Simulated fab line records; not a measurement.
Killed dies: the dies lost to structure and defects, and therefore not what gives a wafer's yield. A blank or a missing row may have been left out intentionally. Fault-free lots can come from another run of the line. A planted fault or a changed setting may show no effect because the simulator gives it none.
What tool caused it? + flow nand-harc + 24 lots, 72 wafers sampled, at 3 steps of a route of 1302

## WHAT THE GAUGES SHOWED, per wafer
NHARC_A_SLIT_OVL_MEAS_10.
| lot  | measured     | on         | overlay-x-nm (nm) | overlay-y-nm (nm) |
|------|--------------|------------|-------------------|-------------------|
| L075 | day 20 03:50 | overlay-01 | 0.4 0.3 0.1       | 0.6 0.9 0.2       |
| L074 | day 20 03:33 | overlay-02 | -0.9 -0.5 -0.7    | 0.0 -0.4 -0.3     |
| L076 | day 20 14:41 | overlay-01 | 0.8 1.4 1.5       | -0.1 0.6 0.1      |
| L078 | day 21 13:08 | overlay-01 | 0.5 0.7 0.1       | -0.2 -0.7 -0.7    |
| L077 | day 21 10:58 | overlay-02 | -0.5 -0.1 -0.5    | 0.4 0.5 -0.4      |
| L079 | day 22 00:56 | overlay-02 | -1.4 -1.2 -0.7    | -0.8 -0.4 -0.2    |
| L080 | day 22 10:49 | overlay-01 | 0.1 0.4 0.1       | 1.0 0.4 1.0       |
| L081 | day 22 10:07 | overlay-02 | -1.7 -1.7 -2.1    | -0.3 -0.6 0.1     |
| L082 | day 23 06:01 | overlay-02 | 0.6 0.2 0.6       | -0.2 -0.5 -0.2    |
| L083 | day 23 06:10 | overlay-02 | 0.9 1.0 1.1       | 1.3 1.0 1.8       |
| L085 | day 23 23:34 | overlay-01 | -1.5 -1.0 -1.4    | 0.2 -0.2 0.0      |
| L084 | day 24 10:36 | overlay-01 | 0.3 0.5 0.0       | -0.1 0.5 0.7      |
| L086 | day 24 18:10 | overlay-01 | 0.1 0.2 0.4       | 0.2 0.4 -0.2      |
| L087 | day 25 08:59 | overlay-01 | -0.2 0.1 0.4      | 1.2 0.9 1.1       |
| L089 | day 26 02:25 | overlay-02 | -1.2 -1.3 -1.1    | -1.0 -0.8 -1.3    |
| L088 | day 26 02:59 | overlay-02 | 0.5 0.1 0.8       | 0.9 0.3 1.3       |
| L090 | day 26 22:44 | overlay-01 | -0.1 0.8 0.1      | -0.5 -0.3 -0.2    |
| L091 | day 26 21:32 | overlay-01 | -1.0 -1.0 -1.3    | 0.6 1.3 1.2       |
| L093 | day 28 00:40 | overlay-01 | 0.0 0.7 0.3       | 0.8 1.0 0.0       |
| L092 | day 28 00:30 | overlay-02 | -0.9 -1.1 -0.9    | 0.2 -0.1 1.2      |
| L095 | day 28 11:57 | overlay-02 | -0.8 -0.1 -0.2    | -0.2 0.0 -0.2     |
| L096 | day 28 11:12 | overlay-02 | 0.6 -0.3 -0.2     | -0.2 0.1 0.4      |
| L094 | day 28 12:40 | overlay-01 | -0.9 -1.1 -0.9    | 0.1 -1.1 -0.2     |
| L097 | day 28 21:49 | overlay-01 | -0.4 0.1 0.2      | -0.8 -0.2 -0.8    |

## WHAT TOOL EACH LOT RAN ON (gives the tool, then ch and the chambers of the sampled wafers, and finally the start)
| lot  | NHARC_A_SGD_CUT_ETCH_15                       | NHARC_A_SLIT_DEP_00           |
|------|-----------------------------------------------|-------------------------------|
| L075 | rie-diel-03 ch 2,3, day 19 23:18 or earlier   | acl-dep-01 ch 0, day 19 23:18 |
| L074 | rie-diel-10 ch 0,1,3, day 19 23:04 or earlier | acl-dep-02 ch 0, day 19 23:04 |
| L076 | rie-diel-13 ch 2,3, day 20 10:14 or earlier   | acl-dep-02 ch 0, day 20 10:14 |
| L078 | rie-diel-13 ch 0,1,2, day 21 08:42 or earlier | acl-dep-01 ch 0, day 21 08:42 |
| L077 | rie-diel-03 ch 0,1,3, day 21 07:04 or earlier | acl-dep-02 ch 0, day 21 07:04 |
| L079 | rie-diel-13 ch 0,2,3, day 21 20:23 or earlier | acl-dep-01 ch 0, day 21 20:23 |
| L080 | rie-diel-10 ch 0,2,3, day 22 06:16 or earlier | acl-dep-01 ch 0, day 22 06:16 |
| L081 | rie-diel-03 ch 0,2, day 22 05:34 or earlier   | acl-dep-03 ch 0, day 22 05:34 |
| L082 | rie-diel-03 ch 0,1,3, day 23 01:31 or earlier | acl-dep-02 ch 0, day 23 01:31 |
| L083 | rie-diel-10 ch 0,1,3, day 23 01:34 or earlier | acl-dep-01 ch 0, day 23 01:34 |
| L085 | rie-diel-13 ch 0,1,3, day 23 19:01 or earlier | acl-dep-02 ch 0, day 23 19:01 |
| L084 | rie-diel-03 ch 2,3, day 24 06:42 or earlier   | acl-dep-02 ch 0, day 24 06:42 |
| L086 | rie-diel-13 ch 2,3, day 24 13:40 or earlier   | acl-dep-03 ch 0, day 24 13:40 |
| L087 | rie-diel-13 ch 0,2,3, day 25 04:32 or earlier | acl-dep-02 ch 0, day 25 04:32 |
| L089 | rie-diel-10 ch 0,2,3, day 25 21:47 or earlier | acl-dep-02 ch 0, day 25 21:47 |
| L088 | rie-diel-03 ch 1,2,3, day 25 23:02 or earlier | acl-dep-01 ch 0, day 25 23:02 |
| L090 | rie-diel-03 ch 0,3, day 26 18:13 or earlier   | acl-dep-02 ch 0, day 26 18:13 |
| L091 | rie-diel-13 ch 0,1,3, day 26 17:45 or earlier | acl-dep-01 ch 0, day 26 17:45 |
| L093 | rie-diel-10 ch 0,1,2, day 27 19:58 or earlier | acl-dep-02 ch 0, day 27 19:58 |
| L092 | rie-diel-03 ch 0,1,3, day 27 20:37 or earlier | acl-dep-01 ch 0, day 27 20:37 |
| L095 | rie-diel-10 ch 0,1,3, day 28 07:23 or earlier | acl-dep-01 ch 0, day 28 07:23 |
| L096 | rie-diel-03 ch 1,2, day 28 06:41 or earlier   | acl-dep-02 ch 0, day 28 06:41 |
| L094 | rie-diel-13 ch 1,2,3, day 28 08:04 or earlier | acl-dep-03 ch 0, day 28 08:04 |
| L097 | rie-diel-10 ch 0,1,3, day 28 17:49 or earlier | acl-dep-02 ch 0, day 28 17:49 |
- NHARC_A_SGD_CUT_ETCH_15: etches the open film in CH3F/O2, target depth 75 nm, time 64.3 s.
- NHARC_A_SLIT_DEP_00: deposits aC, target thk 6200 nm.

## WHAT THE TOOLS THEMSELVES READ (means of the sampled wafers that have a number; where no wafer has one, the mark that the record gives instead)
NHARC_A_SGD_CUT_ETCH_15.
| lot  | tool        | chamber-pressure-mTorr (mTorr) | drypump-motor-current-A (A) | oes-product-au (a.u.) | rf-vpp-V (V) | showerhead-plenum-p-Torr (Torr) | throttle-valve-pct (%) |
|------|-------------|--------------------------------|-----------------------------|-----------------------|--------------|---------------------------------|------------------------|
| L075 | rie-diel-03 | 24.992                         | 5.6                         | 0.969                 | 263.7        | 2.45                            | 20.662                 |
| L074 | rie-diel-10 | 25.009                         | 6.4                         | 0.951                 | 264.0        | 2.43                            | 20.655                 |
| L076 | rie-diel-13 | 24.999                         | 5.5                         | 0.976                 | 264.2        | 2.43                            | 20.665                 |
| L078 | rie-diel-13 | 24.993                         | 5.6                         | 0.948                 | 263.2        | 2.40                            | 20.663                 |
| L077 | rie-diel-03 | 24.979                         | 5.5                         | 0.968                 | 263.5        | 2.45                            | 20.661                 |
| L079 | rie-diel-13 | 24.993                         | 5.8                         | 0.955                 | 262.5        | 2.39                            | 20.657                 |
| L080 | rie-diel-10 | 25.014                         | 6.3                         | 0.930                 | 264.4        | 2.50                            | 20.667                 |
| L081 | rie-diel-03 | 24.988                         | 5.8                         | 0.953                 | 264.4        | 2.53                            | 20.660                 |
| L082 | rie-diel-03 | 25.017                         | 5.5                         | 0.949                 | 263.4        | 2.44                            | 20.667                 |
| L083 | rie-diel-10 | 24.977                         | 6.5                         | 0.961                 | 262.9        | 2.43                            | 20.664                 |
| L085 | rie-diel-13 | 24.991                         | 5.7                         | 0.966                 | 262.2        | 2.34                            | 20.672                 |
| L084 | rie-diel-03 | 24.993                         | 5.5                         | 0.951                 | 263.9        | 2.45                            | 20.658                 |
| L086 | rie-diel-13 | 24.984                         | 5.5                         | 0.950                 | 262.9        | 2.38                            | 20.663                 |
| L087 | rie-diel-13 | 24.958                         | 5.8                         | 0.970                 | 262.4        | 2.39                            | 20.663                 |
| L089 | rie-diel-10 | 24.992                         | 6.3                         | 0.967                 | 264.6        | 2.50                            | 20.674                 |
| L088 | rie-diel-03 | 25.011                         | 5.6                         | 0.924                 | 263.9        | 2.41                            | 20.659                 |
| L090 | rie-diel-03 | 25.002                         | 5.4                         | 0.979                 | 264.8        | 2.52                            | 20.674                 |
| L091 | rie-diel-13 | 25.008                         | 5.7                         | 0.968                 | 262.3        | 2.34                            | 20.664                 |
| L093 | rie-diel-10 | 24.996                         | 6.3                         | 0.948                 | 263.5        | 2.45                            | 20.667                 |
| L092 | rie-diel-03 | 25.016                         | 5.5                         | 0.961                 | 262.9        | 2.44                            | 20.658                 |
| L095 | rie-diel-10 | 25.007                         | 6.5                         | 0.965                 | 262.7        | 2.43                            | 20.662                 |
| L096 | rie-diel-03 | 24.964                         | 6.0                         | 0.978                 | 262.9        | 2.41                            | 20.668                 |
| L094 | rie-diel-13 | 25.007                         | 5.3                         | 0.956                 | 262.4        | 2.38                            | 20.661                 |
| L097 | rie-diel-10 | 24.978                         | 6.5                         | 0.933                 | 262.9        | 2.43                            | 20.662                 |

NHARC_A_SLIT_DEP_00.
| lot  | tool       | throttle-valve-pct (%) |
|------|------------|------------------------|
| L075 | acl-dep-01 | 34.996                 |
| L074 | acl-dep-02 | 35.004                 |
| L076 | acl-dep-02 | 34.997                 |
| L078 | acl-dep-01 | 35.000                 |
| L077 | acl-dep-02 | 35.004                 |
| L079 | acl-dep-01 | 34.990                 |
| L080 | acl-dep-01 | 34.995                 |
| L081 | acl-dep-03 | 34.998                 |
| L082 | acl-dep-02 | 35.000                 |
| L083 | acl-dep-01 | 34.995                 |
| L085 | acl-dep-02 | 35.005                 |
| L084 | acl-dep-02 | 35.006                 |
| L086 | acl-dep-03 | 34.999                 |
| L087 | acl-dep-02 | 34.988                 |
| L089 | acl-dep-02 | 35.011                 |
| L088 | acl-dep-01 | 34.997                 |
| L090 | acl-dep-02 | 35.002                 |
| L091 | acl-dep-01 | 34.995                 |
| L093 | acl-dep-02 | 34.996                 |
| L092 | acl-dep-01 | 34.993                 |
| L095 | acl-dep-01 | 34.996                 |
| L096 | acl-dep-02 | 35.012                 |
| L094 | acl-dep-03 | 34.995                 |
| L097 | acl-dep-02 | 34.996                 |

## THE ANSWER, worked out from the rows above alone
Rule: the usual values come from the lots themselves. The widest of any qualifying gaps counts: lots, ordered by their means at a reading, are off when they make up no more than a third of the lots, leave a main group of 4 or more, and stand apart from it by 3 or more times the standard deviation of that group's means. A main group whose means are all the same, to the digits that the tables above print for the reading, isn't used. Also off: a lot with no number at a reading for which 4 or more lots have one. Any other lot the step has rows for is counted as sound. First the gauges in route order, then the tools' own readings, where a lot's mean is used as printed above. At the first step where some lot is off, the reading lying furthest off is the one used; lots without a number count as furthest.
Nothing can be told from this: no lot is off at any reading shown.

## WHAT THE SIMULATOR PUT IN
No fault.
